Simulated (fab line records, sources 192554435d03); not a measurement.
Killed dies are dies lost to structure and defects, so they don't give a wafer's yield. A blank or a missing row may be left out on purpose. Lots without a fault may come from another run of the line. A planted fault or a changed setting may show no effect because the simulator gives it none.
Split-lot experiment | flow n5_finfet | 7 lots, 21 wafers read, on a route of 1938 steps

THE SPLIT
At N5_BEOL_M11_EXPOSE_25 (exposes mask V10), the setting dose_mj was moved away from the recipe's 85.5 on 4 of the 21 wafers read, by -6.2% to +6.5%. The other wafers ran this setting at the recipe's value.

FROM THE SPLIT TO THE READING: what the file shows between them, 2 steps
- N5_BEOL_M11_PEB_26: peb time 60 s
- N5_BEOL_M11_DEVELOP_27: develop time 30 s

THE READING
cd_nm, in nm, at N5_BEOL_M11_CD_MEAS_28 (target cd 70 nm). Fault-free wafers of this fab line usually give 69.9 nm, standard deviation 1.1 nm.

wafer  | tool, chamber at the split | dose_mj as run | against the recipe | cd_nm, nm | against lot-mates on the recipe
L075.1 | arfi_scanner-02, 0         | 85.5           | recipe             | 68.6      | -
L075.3 | arfi_scanner-02, 0         | 85.5           | recipe             | 68.5      | -
L075.6 | arfi_scanner-02, 0         | 90.95          | +6.4%              | 74.7      | +6.2
L076.4 | arfi_scanner-01, 0         | 85.5           | recipe             | 70.4      | -
L076.5 | arfi_scanner-01, 0         | 85.5           | recipe             | 71.4      | -
L076.6 | arfi_scanner-01, 0         | 85.5           | recipe             | 70.8      | -
L084.1 | arfi_scanner-02, 0         | 85.5           | recipe             | 70.9      | -
L084.2 | arfi_scanner-02, 0         | 85.5           | recipe             | 69.3      | -
L084.3 | arfi_scanner-02, 0         | 91.06          | +6.5%              | 74.4      | +4.3
L087.1 | arfi_scanner-03, 0         | 85.5           | recipe             | 66.9      | -
L087.2 | arfi_scanner-03, 0         | 85.5           | recipe             | 68.7      | -
L087.6 | arfi_scanner-03, 0         | 85.5           | recipe             | 69.0      | -
L090.1 | arfi_scanner-03, 0         | 85.5           | recipe             | 71.1      | -
L090.3 | arfi_scanner-03, 0         | 80.19          | -6.2%              | 66.0      | -5.1
L090.6 | arfi_scanner-03, 0         | 80.19          | -6.2%              | 66.3      | -4.8
L092.2 | arfi_scanner-03, 0         | 85.5           | recipe             | 70.8      | -
L092.3 | arfi_scanner-03, 0         | 85.5           | recipe             | 70.9      | -
L092.6 | arfi_scanner-03, 0         | 85.5           | recipe             | 70.3      | -
L097.1 | arfi_scanner-03, 0         | 85.5           | recipe             | 71.1      | -
L097.5 | arfi_scanner-03, 0         | 85.5           | recipe             | 70.4      | -
L097.6 | arfi_scanner-03, 0         | 85.5           | recipe             | 71.1      | -

THE FIT
A straight line over all 21 wafers: cd_nm changes by +0.665 nm for each +1% of dose_mj; r = +0.85; the points scatter about the line by 1.2 nm.
The same after taking each lot's own level away (the mean of its wafers on the recipe; 21 wafers): +0.804 nm for each +1%; r = +0.97; scatter 0.6 nm.
On that fit, the largest move of dose_mj shifts the reading by 5.2 nm.
The lots' own levels span 68.20 to 71.10 nm, that is 2.6 times the standard deviation above.
So the lot-to-lot level changes the slope: the two fits differ.
Check: with one of the wafers moved furthest among these (+6.5%) left out of the fit, the line predicts +5.66 nm for it against its lot-mates. It came out at +4.3 nm against them.

THE FILE'S OWN FIT
cd_nm changes by +0.805 nm for each +1% of dose_mj, r = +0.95.
